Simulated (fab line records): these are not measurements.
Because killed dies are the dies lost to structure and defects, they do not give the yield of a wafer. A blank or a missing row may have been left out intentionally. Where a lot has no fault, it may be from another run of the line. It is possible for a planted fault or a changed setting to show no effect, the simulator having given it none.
Matching of chambers || flow nandHarc || NHARC_A_SGD_CUT_DEP_00 on pecvd-03: 3 sister chambers
The step deposits SiNx, target thk 50 nm. 6 wafers are shown with their chamber, then 10 later ones without.

## EACH WAFER AND ITS CHAMBER
{"wafer": "L081.4", "chamber": 2, "heaterPowerW (W)": 720}
{"wafer": "L081.2", "chamber": 1, "heaterPowerW (W)": 700}
{"wafer": "L081.5", "chamber": 1, "heaterPowerW (W)": 542}
{"wafer": "L081.6", "chamber": 0, "heaterPowerW (W)": 791}
{"wafer": "L085.1", "chamber": 0, "heaterPowerW (W)": 790}
{"wafer": "L085.2", "chamber": 2, "heaterPowerW (W)": 659}

## WAFERS WITHOUT THEIR CHAMBER
{"wafer": "L085.5", "heaterPowerW (W)": 662}
{"wafer": "L088.2", "heaterPowerW (W)": 869}
{"wafer": "L088.4", "heaterPowerW (W)": 610}
{"wafer": "L088.5", "heaterPowerW (W)": 637}
{"wafer": "L091.2", "heaterPowerW (W)": 806}
{"wafer": "L091.4", "heaterPowerW (W)": 557}
{"wafer": "L091.5", "heaterPowerW (W)": 672}
{"wafer": "L094.1", "heaterPowerW (W)": 562}
{"wafer": "L094.2", "heaterPowerW (W)": 662}
{"wafer": "L094.4", "heaterPowerW (W)": 577}

## CHAMBER TAKEN BY EACH
{"wafer": "L085.5", "from the rows above": "can't be placed: 2 or 1 or 0", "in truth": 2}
{"wafer": "L088.2", "from the rows above": "can't be placed: 0 or 2", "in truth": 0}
{"wafer": "L088.4", "from the rows above": "can't be placed: 1 or 2", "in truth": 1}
{"wafer": "L088.5", "from the rows above": "can't be placed: 1 or 2 or 0", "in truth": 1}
{"wafer": "L091.2", "from the rows above": "can't be placed: 0 or 2", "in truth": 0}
{"wafer": "L091.4", "from the rows above": "can't be placed: 1 or 2", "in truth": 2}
{"wafer": "L091.5", "from the rows above": "can't be placed: 2 or 1 or 0", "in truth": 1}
{"wafer": "L094.1", "from the rows above": "can't be placed: 1 or 2", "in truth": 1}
{"wafer": "L094.2", "from the rows above": "can't be placed: 2 or 1 or 0", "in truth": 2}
{"wafer": "L094.4", "from the rows above": "can't be placed: 1 or 2", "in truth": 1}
Placed correctly: 0 of 10. Unplaceable from these rows: 10, with the true chamber sitting among the candidates in 10. Wrongly placed: 0.
How it was worked out, from the rows above alone: a wafer's distance from a chamber is the root of the sum, over the readings, of the square of ((its reading less the chamber's mean) divided by the reading's scatter). If the next closest chamber is less than 2 further off than the closest, the wafer can't be placed; otherwise it belongs to the closest. Each chamber's mean is taken over the wafers shown for it. How the scatter is found: for the shown wafers, subtract from each reading the mean of its chamber, square and add these, divide the total by (wafers less chambers), then take the root.
